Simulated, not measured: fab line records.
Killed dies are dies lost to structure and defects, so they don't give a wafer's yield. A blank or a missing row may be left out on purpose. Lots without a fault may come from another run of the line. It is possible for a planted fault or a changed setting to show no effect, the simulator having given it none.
Code-filled problem report in 8D (eight disciplines) form | flow nand harc | the parts of the form that need people (team, actions taken, sign-off) are left out

1. WHAT IS WRONG
At NHARC_P_M1_CMP_23, time to endpoint s averages 14.8 s over 4 wafers from 2 lots, while fault-free wafers read 27.9 s, standard deviation 2.3. Relative to the usual mean, that is a shift of -5.7 standard deviations.
The step: polishes, t overpolish 20 s, target thk 157.82 nm.
First seen on wafer L781.3, day 14 11:11, on cmp-04. The record has a number at this step for 18 wafers belonging to 6 lots. Rule for "out" (also "out of limits"): further than 4 standard deviations from the usual mean. Any other wafer with a number is counted as sound.

2. WHAT IT IS; WHAT IT IS NOT
question                    | is                             | is not
which readings at this step | time to endpoint s             | motor current A
which lots                  | L781, L784                     | L764, L771, L783, L786
which wafers of those lots  | L781.1, L781.3, L784.1, L784.3 | L781.2, L784.4
read on which tools         | cmp-02, cmp-04                 | cmp-01
when                        | from day 14 11:11              | up to then (7 sound wafers); but 7 sound wafers of L783, L784, L786 came after

3. THE SUSPECTS, EACH WITH WHAT RULES IT OUT
Counting: a tool at a process step up to the reading stays a suspect if it ran every lot that is out. Sound lots after the first of them don't rule it out here, since some wafers of a struck lot are sound.
- rie diel-07 at NHARC_P_M1_ETCH_35 (etches the open film in N2/H2, target depth 40 nm, overetch 12 nm, time 43.94 s): kept. It ran every lot that is out, first L781 (day 14 09:07); its last sound lot up to then is L764 (day 7 05:53).
- pvd sputter-03 at NHARC_P_M1_DEGAS_29 (time 60 s): kept. It ran every lot that is out, first L781 (day 14 10:05).
- pvd sputter-03 at NHARC_P_M1_PRE_CLEAN_30 (time 30 s): kept. It ran every lot that is out, first L781 (day 14 10:26). NHARC_P_M1_PRE_CLEAN_30: start missing for some lots; hours and lot order therefore follow NHARC_P_M1_ECD_22.
- pvd sputter-03 at NHARC_P_M1_PVD_21 (deposits Cu, target thk 30 nm, time 20.49 s): kept. It ran every lot that is out, first L781 (day 14 10:26). NHARC_P_M1_PVD_21: start missing for some lots; hours and lot order therefore follow NHARC_P_M1_ECD_22.
- ecd cu-02 at NHARC_P_M1_ECD_22 (material Cu, target thk 400 nm): kept. It ran every lot that is out, first L781 (day 14 10:26); its last sound lot up to then is L764 (day 7 07:17).
- rtp anneal-01 at NHARC_P_M1_ANNEAL_31 (time 90 s): kept. It ran every lot that is out, first L781 (day 14 10:49); its last sound lot up to then is L764 (day 7 07:39).
- Within rie diel-07 at NHARC_P_M1_ETCH_35: the wafers that are out ran in chambers 0, 1, 2; their sound lot-mates ran in chamber 3.
Left after counting: rie diel-07 at NHARC_P_M1_ETCH_35, pvd sputter-03 at NHARC_P_M1_DEGAS_29, pvd sputter-03 at NHARC_P_M1_PRE_CLEAN_30, pvd sputter-03 at NHARC_P_M1_PVD_21, ecd cu-02 at NHARC_P_M1_ECD_22, rtp anneal-01 at NHARC_P_M1_ANNEAL_31.

4. THE CAUSE (what the simulator had put in)
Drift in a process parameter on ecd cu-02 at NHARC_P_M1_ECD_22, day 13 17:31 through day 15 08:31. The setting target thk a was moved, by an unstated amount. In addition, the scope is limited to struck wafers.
Of the 6 suspects that counting leaves, this tool is one.

5. THE EFFECT CHAIN, in route order
One row per reading whose mean, taken over the struck wafers that have a number, lies over 3 standard deviations from the usual. Readings are gone through only where the record gives a usual standard deviation; hours: the median, over the lots, of the time from a lot's start at the first step in this table giving one to that lot's start at this step; sigmas: the change measured in usual standard deviations.
hours | step              | reading            | usual  | on struck wafers | change | sigmas
0     | NHARC_P_M1_CMP_23 | time to endpoint s | 27.9 s | 14.8             | -13.0  | -5.7
It contains these process steps:
- NHARC_P_M1_CMP_23: polishes, t overpolish 20 s, target thk 157.82 nm.
At these later measuring or inspecting steps, every struck wafer for which the step has a row has a number for every such reading, and none has moved that far: NHARC_P_M1_THK_MEAS_24, NHARC_END_SORT_01.

6. HOW IT WOULD HAVE BEEN CAUGHT EARLIER
The fault began at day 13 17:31; the first out-of-limits reading in this record came at day 14 11:11, 18 hours later.
L784, from the lots that are out (2), started NHARC_P_M1_ECD_22 on ecd cu-02 later than day 14 11:11. A tool hold placed at that time would have kept it from harm.
